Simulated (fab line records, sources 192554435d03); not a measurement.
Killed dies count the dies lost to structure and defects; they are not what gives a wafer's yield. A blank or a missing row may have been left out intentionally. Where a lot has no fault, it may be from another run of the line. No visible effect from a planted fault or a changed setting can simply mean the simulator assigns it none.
Which tool is to blame? -- flow n5Finfet -- Sampling: 24 lots, 72 wafers, 6 of 1938 route steps

== WHAT THE GAUGES SHOWED, per wafer ==
The record holds no reading of a measuring or inspecting step that can be judged against a usual standard deviation.

== WHAT TOOL EACH LOT RAN ON (gives the tool, then ch and the chambers of the sampled wafers, and finally the start) ==
lot,N5_BEOL_M3_ETCH_69,N5_BEOL_M3_STRIP_97,N5_BEOL_M3_SURFACE_TREAT_85,N5_BEOL_M3_ANNEAL_49,N5_BEOL_M3_SPUTTER_90,N5_BEOL_M3_CO_CAP_55
L074,"rieDiel-02 ch 2,3, day 7 17:06","rieDiel-02 ch 1,3, day 8 12:35 or earlier","pvdSputter-02, day 8 12:35","pvdSputter-03, day 8 12:57","pvdSputter-03, day 8 13:58","cvdCo-02 ch 0,1, day 8 15:29"
L075,"rieDiel-06 ch 0,2, day 7 20:35","rieDiel-02 ch 2,3, day 8 15:34 or earlier","pvdSputter-03, day 8 15:34","pvdSputter-02, day 8 15:58","pvdSputter-02, day 8 16:59","cvdCo-01 ch 1,2, day 8 18:31"
L078,"rieDiel-06 ch 0,3, day 7 20:45","rieDiel-06 ch 1,3, day 9 04:55 or earlier","pvdSputter-02, day 9 04:55","pvdSputter-03, day 9 05:18","pvdSputter-03, day 9 06:19","cvdCo-02 ch 0,2, day 9 07:50"
L077,"rieDiel-02 ch 1,2,3, day 8 02:16","rieDiel-04 ch 2,3, day 9 18:03 or earlier","pvdSputter-03, day 9 18:03","pvdSputter-02, day 9 18:24","pvdSputter-02, day 9 19:25","cvdCo-01 ch 0,1,2, day 9 20:59"
L079,"rieDiel-06 ch 2,3, day 8 15:56","rieDiel-06 ch 1,3, day 10 07:55 or earlier","pvdSputter-03, day 10 07:55","pvdSputter-03, day 10 08:29","pvdSputter-03, day 10 09:30","cvdCo-01 ch 1,2, day 10 11:05"
L080,"rieDiel-06 ch 0,3, day 8 16:07","rieDiel-06 ch 0,1,3, day 10 10:48 or earlier","pvdSputter-03, day 10 10:48","pvdSputter-03, day 10 11:16","pvdSputter-03, day 10 12:17","cvdCo-01 ch 0,1,2, day 10 13:48"
L081,"rieDiel-02 ch 0,1, day 9 11:55","rieDiel-02 ch 0,1,2, day 10 14:32 or earlier","pvdSputter-03, day 10 14:32","pvdSputter-03, day 10 14:52","pvdSputter-03, day 10 15:53","cvdCo-02 ch 1,2, day 10 17:30"
L082,"rieDiel-06 ch 0,1,2, day 10 05:56","rieDiel-06 ch 0,1,3, day 10 22:59 or earlier","pvdSputter-02, day 10 22:59","pvdSputter-02, day 10 23:22","pvdSputter-02, day 11 00:23","cvdCo-02 ch 1,2, day 11 01:54"
L083,"rieDiel-04 ch 0,1,3, day 10 06:16","rieDiel-04 ch 0,2,3, day 11 04:01 or earlier","pvdSputter-02, day 11 04:01","pvdSputter-02, day 11 04:22","pvdSputter-02, day 11 05:23","cvdCo-01 ch 0,2, day 11 06:55"
L084,"rieDiel-04 ch 0,1,3, day 11 05:37","rieDiel-04 ch 0,2,3, day 11 16:22 or earlier","pvdSputter-02, day 11 16:22","pvdSputter-02, day 11 16:44","pvdSputter-02, day 11 17:46","cvdCo-02 ch 1,2, day 11 19:17"
L085,"rieDiel-06 ch 0,3, day 12 00:46","rieDiel-04 ch 0,2,3, day 12 17:52 or earlier","pvdSputter-02, day 12 17:52","pvdSputter-03, day 12 18:15","pvdSputter-03, day 12 19:16","cvdCo-02 ch 0,2, day 12 20:53"
L087,"rieDiel-04 ch 2,3, day 12 04:58","rieDiel-06 ch 1,3, day 12 17:59 or earlier","pvdSputter-02, day 12 17:59","pvdSputter-01, day 12 18:23","pvdSputter-01, day 12 19:24","cvdCo-01 ch 0,1, day 12 21:04"
L086,"rieDiel-04 ch 0,3, day 12 05:05","rieDiel-04 ch 0,3, day 12 17:58 or earlier","pvdSputter-01, day 12 17:58","pvdSputter-02, day 12 20:04","pvdSputter-02, day 12 21:05","cvdCo-01 ch 1,2, day 12 22:37"
L089,"rieDiel-06 ch 1,3, day 12 09:52","rieDiel-06 ch 0,1, day 13 08:40 or earlier","pvdSputter-03, day 13 08:40","pvdSputter-02, day 13 09:05","pvdSputter-02, day 13 10:07","cvdCo-02 ch 1,2, day 13 11:38"
L076,"rieDiel-06 ch 0,2, day 12 10:49","rieDiel-06 ch 0,1,3, day 13 08:34 or earlier","pvdSputter-01, day 13 08:34","pvdSputter-03, day 13 08:59","pvdSputter-03, day 13 10:01","cvdCo-02 ch 0,1, day 13 11:32"
L090,"rieDiel-04 ch 0,2,3, day 12 11:00","rieDiel-04 ch 1,2, day 13 12:04 or earlier","pvdSputter-03, day 13 12:04","pvdSputter-03, day 13 12:22","pvdSputter-03, day 13 13:23","cvdCo-01 ch 0,1, day 13 14:55"
L088,"rieDiel-06 ch 0,1,2, day 12 18:52","rieDiel-04 ch 0,1,2, day 14 04:02 or earlier","pvdSputter-03, day 14 04:02","pvdSputter-03, day 14 05:05","pvdSputter-03, day 14 06:07","cvdCo-02 ch 1,2, day 14 08:35"
L091,"rieDiel-06 ch 2,3, day 12 19:14","rieDiel-06 ch 0,1,3, day 14 04:26 or earlier","pvdSputter-03, day 14 04:26","pvdSputter-01, day 14 06:18","pvdSputter-01, day 14 07:19","cvdCo-02 ch 1,2, day 14 08:56"
L092,"rieDiel-06 ch 0,2,3, day 12 20:09","rieDiel-04 ch 1,2, day 14 11:20 or earlier","pvdSputter-02, day 14 11:20","pvdSputter-03, day 14 13:07","pvdSputter-03, day 14 14:08","cvdCo-01 ch 0,1,2, day 14 16:04"
L093,"rieDiel-04 ch 0,2,3, day 13 01:14","rieDiel-04 ch 0,1,2, day 14 15:10 or earlier","pvdSputter-03, day 14 15:10","pvdSputter-03, day 14 15:32","pvdSputter-03, day 14 16:34","cvdCo-01 ch 0,1,2, day 14 18:05"
L094,"rieDiel-04 ch 1,2,3, day 13 02:13","rieDiel-04 ch 0,1, day 14 15:37 or earlier","pvdSputter-02, day 14 15:37","pvdSputter-01, day 14 16:43","pvdSputter-01, day 14 17:44","cvdCo-01 ch 0,2, day 14 19:16"
L095,"rieDiel-06 ch 1,2, day 13 02:55","rieDiel-06 ch 0,1,3, day 14 18:31 or earlier","pvdSputter-02, day 14 18:31","pvdSputter-03, day 14 18:50","pvdSputter-03, day 14 19:51","cvdCo-01 ch 0,2, day 14 21:23"
L096,"rieDiel-06 ch 0,3, day 13 05:52","rieDiel-04 ch 1,2,3, day 14 18:35 or earlier","pvdSputter-01, day 14 18:35","pvdSputter-01, day 14 18:56","pvdSputter-01, day 14 19:57","cvdCo-02 ch 0,2, day 14 21:30"
L097,"rieDiel-06 ch 1,2,3, day 13 12:46","rieDiel-06 ch 0,1, day 14 21:46 or earlier","pvdSputter-01, day 14 21:46","pvdSputter-02, day 14 22:06","pvdSputter-02, day 14 23:07","cvdCo-02 ch 0,2, day 15 02:05"
- N5_BEOL_M3_ETCH_69: etches SiARC in CF4, target depth 15.6 nm, time 26 s.
- N5_BEOL_M3_STRIP_97: strips in N2/H2, time 10 s.
- N5_BEOL_M3_SURFACE_TREAT_85
- N5_BEOL_M3_ANNEAL_49: time 240 s.
- N5_BEOL_M3_SPUTTER_90: material Cu, target thk 4.5 nm, time 8.29 s.
- N5_BEOL_M3_CO_CAP_55: material Co, precursor CCTBA/H2, target thk 2 nm, time 102.1 s.

== WHAT THE TOOLS THEMSELVES READ (means of the sampled wafers that have a number; where no wafer has one, the mark that the record gives instead) ==
N5_BEOL_M3_ETCH_69.
lot,tool,drypumpMotorCurrentA (A),etchRfOnTimeS (s),oesProductAu (a.u.),rfVppV (V),showerheadPlenumPTorr (Torr),throttleValvePct (%)
L074,rieDiel-02,5.6,26.4,0.60,183.5,2.11,15.65
L075,rieDiel-06,5.1,26.2,0.66,185.3,2.17,15.55
L078,rieDiel-06,5.1,26.2,0.71,184.3,2.08,15.46
L077,rieDiel-02,5.7,26.5,0.61,183.5,2.09,15.59
L079,rieDiel-06,5.2,25.8,0.62,184.1,2.15,15.79
L080,rieDiel-06,5.2,26.0,0.67,183.7,2.06,15.71
L081,rieDiel-02,5.8,26.7,0.67,183.3,2.09,15.37
L082,rieDiel-06,5.3,25.7,0.66,183.1,2.11,15.55
L083,rieDiel-04,5.9,25.3,0.66,183.5,2.07,15.64
L084,rieDiel-04,5.9,25.6,0.64,182.8,2.07,15.64
L085,rieDiel-06,5.0,26.7,0.68,182.7,2.07,15.52
L087,rieDiel-04,5.5,25.9,0.59,184.1,2.13,15.78
L086,rieDiel-04,5.7,25.7,0.64,183.6,2.09,15.65
L089,rieDiel-06,5.6,25.6,0.62,183.2,2.05,15.75
L076,rieDiel-06,5.1,26.0,0.63,184.7,2.16,15.60
L090,rieDiel-04,5.6,25.8,0.65,184.2,2.13,15.62
L088,rieDiel-06,5.3,26.0,0.64,183.0,2.11,15.57
L091,rieDiel-06,5.4,26.4,0.60,183.3,2.09,15.89
L092,rieDiel-06,5.2,26.2,0.64,183.9,2.11,15.68
L093,rieDiel-04,5.5,26.0,0.65,183.6,2.13,15.62
L094,rieDiel-04,5.7,25.8,0.67,184.8,2.19,15.64
L095,rieDiel-06,5.4,25.7,0.60,184.8,2.15,15.71
L096,rieDiel-06,5.2,26.3,0.64,182.1,2.05,15.75
L097,rieDiel-06,5.4,25.7,0.61,183.5,2.09,15.80

N5_BEOL_M3_STRIP_97.
lot,tool,drypumpMotorCurrentA (A),n2FlowSccm (sccm),oesProductAu (a.u.),rfVppV (V),showerheadPlenumPTorr (Torr),throttleValvePct (%)
L074,rieDiel-02,6.0,200.2,0.71,58.4,2.45,23.65
L075,rieDiel-02,5.6,199.6,0.71,59.3,2.51,23.65
L078,rieDiel-06,5.6,199.9,0.72,58.4,2.41,23.52
L077,rieDiel-04,5.4,200.0,0.70,60.6,2.60,23.95
L079,rieDiel-06,5.6,199.9,0.73,59.2,2.41,23.53
L080,rieDiel-06,5.3,200.4,0.78,59.8,2.43,23.56
L081,rieDiel-02,5.6,200.6,0.78,58.7,2.50,23.50
L082,rieDiel-06,5.3,198.9,0.77,59.9,2.43,23.55
L083,rieDiel-04,5.5,200.2,0.77,59.0,2.55,23.79
L084,rieDiel-04,5.6,199.6,0.76,59.8,2.55,23.80
L085,rieDiel-04,5.6,200.0,0.76,59.9,2.55,23.81
L087,rieDiel-06,5.4,200.4,0.71,59.5,2.41,23.72
L086,rieDiel-04,5.7,200.5,0.73,59.7,2.49,23.79
L089,rieDiel-06,5.2,200.0,0.79,59.0,2.45,23.42
L076,rieDiel-06,5.3,200.3,0.76,59.0,2.43,23.57
L090,rieDiel-04,5.9,201.1,0.87,59.6,2.69,23.83
L088,rieDiel-04,5.8,199.8,0.83,59.4,2.61,23.76
L091,rieDiel-06,5.3,200.0,0.74,58.8,2.42,23.59
L092,rieDiel-04,5.6,200.4,0.78,59.8,2.66,23.94
L093,rieDiel-04,5.8,199.2,0.83,59.3,2.61,23.76
L094,rieDiel-04,6.1,199.6,0.91,59.5,2.63,23.67
L095,rieDiel-06,5.3,200.1,0.74,58.7,2.42,23.59
L096,rieDiel-04,5.8,200.1,0.87,59.7,2.61,23.76
L097,rieDiel-06,5.4,199.9,0.74,59.0,2.41,23.41

N5_BEOL_M3_ANNEAL_49.
lot,tool,heaterPowerW (W),susceptor_temp_C_max
L074,pvdSputter-03,812,401.3
L075,pvdSputter-02,804,400.9
L078,pvdSputter-03,813,401.3
L077,pvdSputter-02,790,400.7
L079,pvdSputter-03,860,401.5
L080,pvdSputter-03,762,400.7
L081,pvdSputter-03,797,401.4
L082,pvdSputter-02,782,401.2
L083,pvdSputter-02,777,400.9
L084,pvdSputter-02,768,401.3
L085,pvdSputter-03,793,400.9
L087,pvdSputter-01,870,401.2
L086,pvdSputter-02,780,401.2
L089,pvdSputter-02,814,400.9
L076,pvdSputter-03,807,401.3
L090,pvdSputter-03,808,401.4
L088,pvdSputter-03,852,401.0
L091,pvdSputter-01,833,401.3
L092,pvdSputter-03,818,401.2
L093,pvdSputter-03,826,401.2
L094,pvdSputter-01,803,401.2
L095,pvdSputter-03,823,401.3
L096,pvdSputter-01,825,401.2
L097,pvdSputter-02,801,400.8

N5_BEOL_M3_SPUTTER_90.
lot,tool,chamberPressurePa (Pa),chuckSensorTempC (C),throttleValvePct (%)
L074,pvdSputter-03,0.07000,-16.1,30.3
L075,pvdSputter-02,0.07007,-16.2,30.7
L078,pvdSputter-03,0.06998,-16.1,30.1
L077,pvdSputter-02,0.06995,-16.2,30.4
L079,pvdSputter-03,0.06998,-16.4,30.0
L080,pvdSputter-03,0.07018,-15.3,30.7
L081,pvdSputter-03,0.07002,-16.2,30.0
L082,pvdSputter-02,0.06985,-16.0,30.3
L083,pvdSputter-02,0.06985,-16.0,30.4
L084,pvdSputter-02,0.06992,-16.0,30.3
L085,pvdSputter-03,0.06994,-15.8,30.0
L087,pvdSputter-01,0.07000,-16.7,31.2
L086,pvdSputter-02,0.06997,-16.0,30.2
L089,pvdSputter-02,0.07004,-16.0,30.9
L076,pvdSputter-03,0.07008,-16.3,30.1
L090,pvdSputter-03,0.07009,-16.2,30.1
L088,pvdSputter-03,0.07014,-16.2,29.8
L091,pvdSputter-01,0.06989,-16.6,30.4
L092,pvdSputter-03,0.06995,-16.2,30.1
L093,pvdSputter-03,0.06996,-15.9,30.2
L094,pvdSputter-01,0.07002,-16.6,29.7
L095,pvdSputter-03,0.07007,-15.9,30.3
L096,pvdSputter-01,0.07005,-15.8,29.6
L097,pvdSputter-02,0.06984,-16.2,30.8

N5_BEOL_M3_CO_CAP_55.
lot,tool,heaterPowerW (W)
L074,cvdCo-02,248
L075,cvdCo-01,239
L078,cvdCo-02,238
L077,cvdCo-01,234
L079,cvdCo-01,240
L080,cvdCo-01,238
L081,cvdCo-02,243
L082,cvdCo-02,242
L083,cvdCo-01,236
L084,cvdCo-02,244
L085,cvdCo-02,233
L087,cvdCo-01,229
L086,cvdCo-01,242
L089,cvdCo-02,237
L076,cvdCo-02,253
L090,cvdCo-01,231
L088,cvdCo-02,233
L091,cvdCo-02,241
L092,cvdCo-01,236
L093,cvdCo-01,236
L094,cvdCo-01,237
L095,cvdCo-01,244
L096,cvdCo-02,234
L097,cvdCo-02,234

== THE ANSWER, worked out from the rows above alone ==
Rule: usual is defined by the lots themselves. Put in order of their means at a reading, lots are off if they are a third of the lots or fewer, leave a main group of 4 or more, and stand apart from it by a gap of 3 or more times the standard deviation of the main group's means; of several such gaps the widest counts. If all means in a main group match to the digits the tables above print for the reading, that group is not used. A lot without any number at a reading at which 4 lots or more have one is off too. Where the step has rows for the other lots, those lots are counted as sound. The gauges are gone through in route order, then the tools' own readings, and for those a lot's mean is taken as printed above. At the first step where some lot is off, the reading lying furthest off is the one used; lots without a number count as furthest.
None of the lots is off at any reading shown; this tells nothing.

== WHAT HAD BEEN PUT IN BY THE SIMULATOR ==
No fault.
